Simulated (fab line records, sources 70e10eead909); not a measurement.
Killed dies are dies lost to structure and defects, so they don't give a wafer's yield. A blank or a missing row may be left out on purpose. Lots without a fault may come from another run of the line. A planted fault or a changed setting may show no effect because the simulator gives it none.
Chamber matching | flow nand_harc | NHARC_HYBRID_BOND_ACTIVATE_00 on rie_diel-11: 4 sister chambers
The step chemistry N2, time 60 s. 16 wafers are shown with their chamber, then 8 later ones without.

WAFERS WITH THEIR CHAMBER
wafer  | chamber | drypump_motor_current_A (A) | rf_vpp_V (V) | oes_product_au (a.u.)
L663.2 | 1       | 5.6                         | 64.5         | 1.002
L663.3 | 3       | 5.3                         | 63.3         | 1.007
L663.4 | 2       | 6.6                         | 64.7         | 1.002
L676.2 | 3       | 5.3                         | 64.3         | 1.001
L676.3 | 2       | 6.6                         | 65.4         | 1.005
L676.6 | 0       | 4.9                         | 62.8         | 0.997
L677.1 | 3       | 5.3                         | 64.2         | 1.004
L677.4 | 2       | 6.6                         | 64.3         | 1.003
L677.5 | 0       | 4.9                         | 64.3         | 1.001
L678.2 | 0       | 4.9                         | 63.8         | 0.999
L678.3 | 3       | 5.4                         | 62.8         | 0.999
L678.4 | 2       | 6.6                         | 65.0         | 1.013
L679.2 | 3       | 5.3                         | 62.8         | 0.990
L679.4 | 0       | 4.9                         | 64.5         | 0.994
L679.6 | 2       | 6.6                         | 64.6         | 1.011
L680.1 | 1       | 5.6                         | 64.4         | 0.996

SIGNATURES (means of the wafers above)
reading                 | chamber 0 | chamber 1 | chamber 2 | chamber 3 | scatter within a chamber
drypump_motor_current_A | 4.900     | 5.600     | 6.600     | 5.320     | 0.0258
rf_vpp_V                | 63.850    | 64.450    | 64.800    | 63.480    | 0.618
oes_product_au          | 0.99775   | 0.99900   | 1.00680   | 1.00020   | 0.00507
Rule: a wafer's distance from a chamber is the root of the sum, over the readings, of the square of ((its reading less the chamber's mean) divided by the reading's scatter). The wafer belongs to the nearest chamber; if the next one is less than 2 further off, it can't be placed. The scatter: the root of (the sum of the squares of (reading less its chamber's mean) over the shown wafers, divided by (wafers less chambers)).

WAFERS WITHOUT THEIR CHAMBER
wafer  | drypump_motor_current_A (A) | rf_vpp_V (V) | oes_product_au (a.u.)
L680.5 | 5.3                         | 61.9         | 0.994
L680.6 | 4.9                         | 62.8         | 1.001
L681.1 | 6.6                         | 64.3         | 0.997
L681.4 | 5.6                         | 63.1         | 0.999
L681.6 | 6.6                         | 64.7         | 1.005
L682.1 | 5.6                         | 63.8         | 1.003
L682.5 | 5.3                         | 63.8         | 1.003
L682.6 | 4.9                         | 64.4         | 0.991

WHICH CHAMBER EACH WENT THROUGH
wafer  | from the rows above | in truth
L680.5 | 3                   | 3
L680.6 | 0                   | 0
L681.1 | 2                   | 2
L681.4 | 1                   | 1
L681.6 | 2                   | 2
L682.1 | 1                   | 1
L682.5 | 3                   | 3
L682.6 | 0                   | 0
Placed correctly: 8 of 8. Can't be placed from these rows: 0. Placed wrongly: 0.
